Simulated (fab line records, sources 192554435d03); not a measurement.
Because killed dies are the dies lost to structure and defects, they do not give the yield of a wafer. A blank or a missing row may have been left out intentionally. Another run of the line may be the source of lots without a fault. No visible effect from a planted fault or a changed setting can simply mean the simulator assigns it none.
Split-lot trial    flow n5_finfet    route with 1938 steps; 7 lots, 21 wafers read

== ON THE SPLIT ==
At N5_SD_EPI_P_PEB_07 (peb time 60 s), the setting peb_time_s was moved away from the recipe's 60 s on 8 of the 21 wafers read, by -18.7% to +16.7%. The other wafers ran this setting at the recipe's value.

== BETWEEN THE SPLIT AND THE READING: the file shows 1 step in between ==
- N5_SD_EPI_P_DEVELOP_08: develop time 30 s

== THE READING ==
cd_nm, in nm, at N5_SD_EPI_P_CD_MEAS_09 (target cd 240 nm). Fault-free wafers of this fab line usually give 240.3 nm, standard deviation 0.85 nm.

wafer   tool, chamber at the split  peb_time_s as run, s  against the recipe  cd_nm, nm  against lot-mates on the recipe
L077.2  litho_track-03, 0           60                    recipe              240.5      -
L077.3  litho_track-03, 0           60                    recipe              240.8      -
L077.4  litho_track-03, 0           65.99                 +10.0%              243.8      +3.2
L078.2  litho_track-02, 0           50.62                 -15.6%              234.2      -5.0
L078.5  litho_track-02, 0           60                    recipe              239.2      -
L078.6  litho_track-02, 0           50.62                 -15.6%              233.9      -5.3
L082.1  litho_track-03, 0           60                    recipe              240.0      -
L082.2  litho_track-03, 0           48.76                 -18.7%              233.2      -6.5
L082.5  litho_track-03, 0           60                    recipe              239.3      -
L088.1  litho_track-02, 0           60                    recipe              240.9      -
L088.3  litho_track-02, 0           60                    recipe              239.5      -
L088.4  litho_track-02, 0           60                    recipe              240.5      -
L089.2  litho_track-02, 0           60                    recipe              239.9      -
L089.3  litho_track-02, 0           60                    recipe              240.3      -
L089.4  litho_track-02, 0           53.73                 -10.5%              236.1      -4.0
L094.1  litho_track-01, 0           60                    recipe              242.8      -
L094.2  litho_track-01, 0           70.04                 +16.7%              246.5      +4.3
L094.3  litho_track-01, 0           60                    recipe              241.5      -
L096.1  litho_track-02, 0           60                    recipe              240.2      -
L096.2  litho_track-02, 0           66.93                 +11.6%              243.6      +3.4
L096.3  litho_track-02, 0           66.93                 +11.6%              244.7      +4.5

THE FIT
A straight line over all 21 wafers: cd_nm changes by +0.376 nm for each +1% of peb_time_s; r = +0.97; the points scatter about the line by 0.83 nm.
The same after taking each lot's own level away (the mean of its wafers on the recipe; 21 wafers): +0.325 nm for each +1%; r = +0.99; scatter 0.49 nm.
That fit puts the effect of the largest move of peb_time_s on the reading at 6.1 nm.
Measured against the standard deviation above, the lots' own levels, which go from 239.20 to 242.15 nm, span 3.5 times it.
Thus the slope moves with the lot-to-lot level: the two fits are different.
Check: -6.08 nm against its lot-mates is what the line predicts for one of the wafers moved furthest among these (-18.7%) when that wafer is left out of the fit. It came out at -6.45 nm against them.

== OTHER SPLITS APPLIED TO THESE WAFERS ==
These wafers also went through other splits before the reading. Each is held against what the fit with the lots' levels taken away leaves over:
other split on the same wafers   wafers away from the commonest value  r with cd_nm (lot level and that fit taken away)
N5_ZERO_LAYER_EXPOSE_08 dose_mj  6                                     +0.32
N5_WELL_APT_COAT_19 spin_rpm     9                                     +0.03
N5_FIN_CUT_ETCH_21 bias_w        7                                     +0.17
N5_DUMMY_GATE_ETCH_37 source_w   6                                     +0.06
N5_DUMMY_GATE_ETCH_32 time_s     3                                     +0.14

== THE WHOLE CHAIN: every reading that the file lists as answering this split, in the file's order ==
step                     what it does                                                 reading                                                          change (the file's fit)                r (the file's)
N5_SD_EPI_P_CD_MEAS_09   target cd 240 nm                                             cd_nm                                                            +0.324 nm for each +1% of the setting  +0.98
N5_SD_EPI_P_DESCUM_14    chemistry O2, time 7.9 s                                     SD_EPI_P.cd_nm (the simulator's own value, which no gauge read)  +0.332 nm for each +1% of the setting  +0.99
N5_SD_EPI_P_ETCH_37      etches SOC in N2/H2, overetch 108 nm, time 486 s             SD_EPI_P.cd_nm (the simulator's own value, which no gauge read)  +0.374 nm for each +1% of the setting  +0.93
N5_SD_EPI_P_ETCHBACK_46  etches SiNx in CH3F/O2, stops on SiO2, target depth 17.5 nm  SD_EPI_P.cd_nm (the simulator's own value, which no gauge read)  +0.375 nm for each +1% of the setting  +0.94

== THE FILE'S OWN FIT ==
cd_nm changes by +0.324 nm for each +1% of peb_time_s, r = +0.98.
